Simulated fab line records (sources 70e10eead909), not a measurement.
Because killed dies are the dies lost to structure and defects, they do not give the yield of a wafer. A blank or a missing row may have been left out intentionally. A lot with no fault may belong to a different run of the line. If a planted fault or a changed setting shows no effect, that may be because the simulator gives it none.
The tool behind it: which one? ; flow nand-harc ; 7 lots (21 wafers sampled), 1 step of a 1302-step route

WHAT THE GAUGES SHOWED, per wafer
NHARC_A_SLIT_CD_MEAS_09: the cd target is 300 nm.
lot;measured;on;cd-nm (nm)
L593;day 20 13:22;cd-sem-03;300.5 300.3 299.6
L599;day 23 01:05;cd-sem-03;300.0 300.1 298.6
L600;day 23 15:20;cd-sem-02;298.9 299.6 299.8
L603;day 24 10:36;cd-sem-01;300.7 299.6 301.1
L608;day 26 20:03;cd-sem-02;299.1 300.3 299.7
L614;day 28 16:24;cd-sem-01;300.1 300.5 300.0
L612;day 28 17:47;cd-sem-01;300.4 299.8 300.7

WHICH TOOL RAN EACH LOT (tool, then ch and the chambers of the sampled wafers, then the start)
The record holds no process step before these readings.

THE ANSWER, worked out from the rows above alone
Rule: usual is defined by the lots themselves. Put in order of their means at a reading, lots are off if they are a third of the lots or fewer, leave a main group of 4 or more, and stand apart from it by a gap of 3 or more times the standard deviation of the main group's means; of several such gaps the widest counts. Not used: any main group whose means are identical at the precision the tables above print for the reading. Also off: a lot with no number at a reading for which 4 or more lots have one. All remaining lots with rows at the step are treated as sound.
None of the lots is off at any reading shown; this tells nothing.

WHAT THE SIMULATOR HAD PUT IN
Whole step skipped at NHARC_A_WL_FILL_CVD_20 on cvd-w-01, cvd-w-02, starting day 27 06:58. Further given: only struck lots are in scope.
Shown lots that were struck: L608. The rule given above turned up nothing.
